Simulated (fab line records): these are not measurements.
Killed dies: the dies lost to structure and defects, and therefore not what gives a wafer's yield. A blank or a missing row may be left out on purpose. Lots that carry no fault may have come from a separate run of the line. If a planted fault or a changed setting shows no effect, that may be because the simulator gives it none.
A lot that was struck, set against a sound lot	flow n5 finfet	15 out of 1938 route steps
Sound: wafers L470.1, L470.2, L470.6. Struck: wafer L482.5. (L482.3, L482.6 of the same lot were not struck and are left out.) The cause comes at the end.
Each step with rows lists, per side, the tool, then ch with its chambers, then its first start. Under that, the readings that differ: sound wafers	struck wafers	difference of the means	sigmas: that difference in standard deviations of wafers without a fault.
alike: readings whose means differ by less than 2 such deviations, and words and numbers that are the same on both sides. not compared: withheld readings, readings that some wafer has no value for, bounds like >300 that may hide the same value, and numbers for which the record gives no deviation and whose values overlap.
Wherever a step has rows on one side only, a row that says differs or no value, or a row with sigmas, the two part there. Numbers that have no deviation but don't overlap get no sigmas and don't part them. A reading that every wafer of one side lacks parts them only if that side has two wafers or more.

first, 1 step without rows for these wafers: N5_BEOL_M11_DEVELOP_27 (develop time 30 s).
N5_BEOL_M11_CD_MEAS_28: the cd target is 70 nm.
  sound on cd sem-03 ch 0, day 12 03:13; struck on cd sem-01 ch 0, day 15 01:55
  alike: cd nm
N5_BEOL_M11_OVL_MEAS_29:
  sound on overlay-02 ch 0, day 12 03:14; struck on overlay-01 ch 0, day 15 01:57
  alike: V10_OVL
N5_BEOL_M11_INSPECT_30: inspects for defects (brightfield).
  sound on defect inspect-02, day 12 03:16; struck on defect inspect-02, day 15 01:58
  alike: raw defect count
then, 1 step without rows for these wafers: N5_BEOL_M11_DESCUM_33 (chemistry O2, time 7.9 s).
N5_BEOL_M11_ETCH_65: etches SiARC in CF4, target depth 39 nm, time 65 s.
  sound on rie diel-01 ch 0,1, day 12 03:38; struck on rie diel-01 ch 2, day 15 02:02
  alike: drypump motor current A, etch rf on time s, oes product au, rf vpp V, showerhead plenum p Torr, throttle valve pct
  not compared: rf hours counter h
N5_BEOL_M11_ETCH_66: etches SOC in N2/H2, target depth 120 nm, overetch 24 nm, time 180 s.
  sound on rie diel-01 ch 0,1, day 12 03:41; struck on rie diel-01 ch 2, day 15 02:05
  alike: drypump motor current A, oes product au, rf vpp V, run length s, showerhead plenum p Torr, throttle valve pct
  not compared: rf hours counter h
then, 1 step without rows for these wafers: N5_BEOL_M11_STRIP_69 (strips in N2/H2).
N5_BEOL_M11_VIA_ETCH_34: etches SiCOH lowk in C4F6/O2, target depth 184.5 nm, time 69.2 s.
  sound on rie diel-01 ch 0,1, day 12 03:49; struck on rie diel-01 ch 2, day 15 02:13
reading	sound	struck	difference	sigmas
rf vpp V (V)	659 654 655	674	+18	+2
run length s (s)	92.9 91.6 91.7	93.1	+1.0	+2
  alike: drypump motor current A, oes product au, showerhead plenum p Torr, throttle valve pct
  not compared: rf hours counter h
then, 1 step without rows for these wafers: N5_BEOL_M11_STRIP_73 (strips in C4F6/O2).
N5_BEOL_M11_STRIP_36: strips in N2/H2.
  sound on rie diel-01 ch 0,1, day 12 03:53; struck on rie diel-01 ch 2, day 15 02:16
  alike: drypump motor current A, oes product au, rf vpp V, showerhead plenum p Torr, throttle valve pct
  not compared: rf hours counter h
N5_BEOL_M11_TRENCH_ETCH_37: etches SiCOH lowk in C4F6/O2, target depth 148.83 nm, time 48 s.
  sound: rie diel-01 ch 0,1; struck: rie diel-01 ch 2
reading	sound	struck	difference	sigmas
rf vpp V (V)	660 655 655	675	+18	+2
run length s (s)	71.8 70.4 70.6	72.1	+1.2	+2
  alike: drypump motor current A, oes product au, showerhead plenum p Torr, throttle valve pct
  not compared: rf hours counter h
N5_BEOL_M11_ETCH_41: etches SiCN in CH3F/O2, target depth 42.6 nm, time 86 s.
  sound on rie diel-01 ch 0,1, day 12 03:58; struck on rie diel-01 ch 2, day 15 02:22
reading	sound	struck	difference	sigmas
run length s (s)	109.4 108.7 108.7	117.7	+8.8	+17
model.etch.depth nm (nm)	33.15 32.23 31.98	35.32	+2.87	
  alike: CH3F_flow_sccm, drypump motor current A, oes product au, rf vpp V, showerhead plenum p Torr, throttle valve pct
  not compared: rf hours counter h
then, 1 step without rows for these wafers: N5_BEOL_M11_STRIP_77 (strips in N2/H2, time 10 s).
N5_PASSIVATION_PROBE_49:
  the record holds rows for the sound wafers here (prober-02, day 14 05:29) but none for the struck ones

== WHERE THEY PART ==
Last at N5_PASSIVATION_PROBE_49 as far as this record goes, first at N5_BEOL_M11_VIA_ETCH_34.

WHY: what the simulator had put in
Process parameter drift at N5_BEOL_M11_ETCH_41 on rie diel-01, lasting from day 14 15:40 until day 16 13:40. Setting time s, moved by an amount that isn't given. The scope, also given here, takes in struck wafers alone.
